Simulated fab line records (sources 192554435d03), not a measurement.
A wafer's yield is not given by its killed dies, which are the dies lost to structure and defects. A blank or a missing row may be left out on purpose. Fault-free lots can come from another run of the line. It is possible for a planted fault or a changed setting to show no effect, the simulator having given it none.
A struck lot beside a sound one || flow n5-finfet || 34 steps out of a route of 1938
Sound: wafers L573.1, L573.5, L573.6. The struck wafers were L561.1, L561.2, L561.5. At the end, the cause is stated.
Per side, at each step with rows, come the tool, then ch with its chambers, and then its first start. Under that, the readings that differ: sound wafers || struck wafers || difference of the means || sigmas: that difference in standard deviations of wafers without a fault.
alike: same words and numbers on both sides, and readings whose means sit less than 2 such deviations apart. not compared: any withheld reading, any reading some wafer has no value for, any bound like >300 that may hide the same value, and any number with overlapping values for which the record gives no deviation.
A row with sigmas, a row that says differs or no value, or rows on one side alone: a step with any of these is where the two part. Numbers that have no deviation but don't overlap get no sigmas and don't part them. A reading missing from all wafers of one side parts the sides only when that side holds two or more wafers.

first, 11 steps without rows for these wafers: N5_BEOL_M0_CUTY_STRIP_64 (strips in N2/H2); N5_BEOL_M0_ETCH_138 (etches SiCN in CH3F/O2, target depth 12 nm, time 31.6 s); N5_BEOL_M0_HM_OPEN_105 (chemistry Cl2/BCl3, target TiN, target depth 12 nm); N5_BEOL_M0_STRIP_140 (strips in CF4); N5_BEOL_M0_STRIP_104 (strips in N2/H2); N5_BEOL_M0_WET_ETCH_106 (etches SiO2 in DHF, target depth 130 nm, rinse time 30 s); N5_BEOL_M0_ETCH_128 (etches SiCN in CF4/N2, target depth 12 nm, overetch 5.1 nm, time 21.4 s); N5_BEOL_M0_TRENCH_ETCH_107 (etches SiOC in C4F6/O2, target depth 32.8 nm, time 16.4 s); N5_BEOL_M0_STRIP_142 (strips in N2/H2, time 10 s); N5_BEOL_M0_HM_STRIP_129 (strips TiN in peroxide tin strip, target depth 17 nm, time 108 s); N5_BEOL_M0_SRD_130 (time 30 s).
N5_BEOL_M0_ETCH_109: etches SiCN in CH3F/O2, target depth 8 nm, overetch 2.4 nm, time 27.4 s.
  sound on rie-diel-05 ch 0,1, day 11 13:43; struck on rie-diel-05 ch 1,3, day 7 00:28
{"reading": "model.etch.depth-nm (nm)", "sound": "7.754 8.016 7.927", "struck": "7.283 7.533 7.564", "difference": -0.439, "sigmas": ""}
  alike: chamber-pressure-mTorr, drypump-motor-current-A, oes-product-au, rf-vpp-V, showerhead-plenum-p-Torr, throttle-valve-pct
  not compared: rf-hours-counter-h
N5_BEOL_M0_STRIP_139: strips in post etch residue remover, time 60 s.
  sound on wet-bench-01 ch 2,4,5, day 11 13:49; struck on wet-bench-02 ch 1,2,3, day 7 00:34
  not compared: model.SiOC_of_BEOL_M0_SAQP_ILD_DEP_01.thk-nm
then, 15 steps without rows for these wafers: N5_BEOL_M0_SRD_111 (time 30 s); N5_BEOL_M0_DEGAS_112 (time 60 s); N5_BEOL_M0_PRE_CLEAN_113 (time 30 s); N5_BEOL_M0_ALD_136 (deposits TaN, pulse time 2 s, purge time 3 s, co reactant purge time 2 s); N5_BEOL_M0_SURFACE_TREAT_137; N5_BEOL_M0_CVD_115 (deposits Co from CCTBA/H2, time 120 s); N5_BEOL_M0_SPUTTER_116 (material Cu, target thk 4 nm, time 7.37 s); N5_BEOL_M0_ANNEAL_117 (time 60 s); N5_BEOL_M0_SPUTTER_132 (material Cu, target thk 4 nm, time 7.37 s); N5_BEOL_M0_ANNEAL_133 (time 60 s); N5_BEOL_M0_SPUTTER_134 (material Cu, target thk 4 nm, time 7.37 s); N5_BEOL_M0_ANNEAL_135 (time 60 s); N5_BEOL_M0_SPUTTER_141 (material Cu, target thk 4 nm, time 7.37 s); N5_BEOL_M0_ECD_118 (material Cu, target thk 300 nm); N5_BEOL_M0_ANNEAL_119 (time 90 s).
N5_BEOL_M0_CMP_120: polishes, stops on SiOC, t overpolish 6.9 s.
  sound on cmp-03 ch 0,1, day 11 16:53; struck on cmp-01 ch 0,1, day 7 03:58
{"reading": "motor-current-A (A)", "sound": "6.2 6.2 7.0", "struck": "4.8 5.9 5.0", "difference": -1.2, "sigmas": -2}
  alike: barrier-field-endpoint-s, overpolish-run-s, slurry-filter-dp-kPa, time-to-endpoint-s
  not compared: model.SiOC_of_BEOL_M0_SAQP_ILD_DEP_01.thk-nm
then, 4 steps without rows for these wafers: N5_BEOL_M0_PRE_CLEAN_131 (time 15 s); N5_BEOL_M0_CO_CAP_123 (material Co, precursor CCTBA/H2, target thk 2 nm, time 102.1 s); N5_BEOL_M0_PRE_CLEAN_124 (time 15 s); N5_BEOL_M0_DEP_125 (deposits SiCN from 3MS/NH3, target thk 8 nm, time 14 s).
-- a jump in the record: the struck wafers' starts before and after are 7 days apart (it breaks off in module BEOL_M0 and resumes in module PASSIVATION, where the first step shown is number 1936 of the route) --
N5_PASSIVATION_PROBE_49:
  struck on prober-02, day 14 07:39; sound on prober-02, day 18 00:57
{"reading": "defect-limited-yield (%)", "sound": "88.2 87.8 89.8", "struck": "0.4 8.1 0.3", "difference": -85.7, "sigmas": -54}
{"reading": "killed_at_M0_to_M3", "sound": "29 27 39", "struck": "1123 1042 1118", "difference": "+1063", "sigmas": "+97"}
{"reading": "killed-at-front-end", "sound": "54 83 48", "struck": "27 21 34", "difference": -34, "sigmas": -3}
{"reading": "killed-dies", "sound": "139 144 120", "struck": "1175 1085 1176", "difference": "+1011", "sigmas": "+53"}
{"reading": "killed-on-rim", "sound": "15 18 17", "struck": "152 134 150", "difference": "+129", "sigmas": "+32"}
{"reading": "killed-open", "sound": "102 102 79", "struck": "65 60 55", "difference": -34, "sigmas": -2}
{"reading": "sort_bin_5_function (%)", "sound": "6.7 6.9 6.0", "struck": "96.4 89.2 96.0", "difference": "+87.3", "sigmas": "+87"}
{"reading": "sort-n-pass", "sound": "1041 1036 1060", "struck": "5 95 4", "difference": -1011, "sigmas": -53}
{"reading": "sort-yield-pct (%)", "sound": "88.2 87.8 89.8", "struck": "0.4 8.1 0.3", "difference": -85.7, "sigmas": -54}
  alike: killed_at_M4_up, killed-at-contacts, killed-at-other, killed-short, sort_bin_6_memory

WHERE THEY PART
Last at N5_PASSIVATION_PROBE_49 as far as this record goes, first at N5_BEOL_M0_CMP_120.

WHY: what had been put in by the simulator
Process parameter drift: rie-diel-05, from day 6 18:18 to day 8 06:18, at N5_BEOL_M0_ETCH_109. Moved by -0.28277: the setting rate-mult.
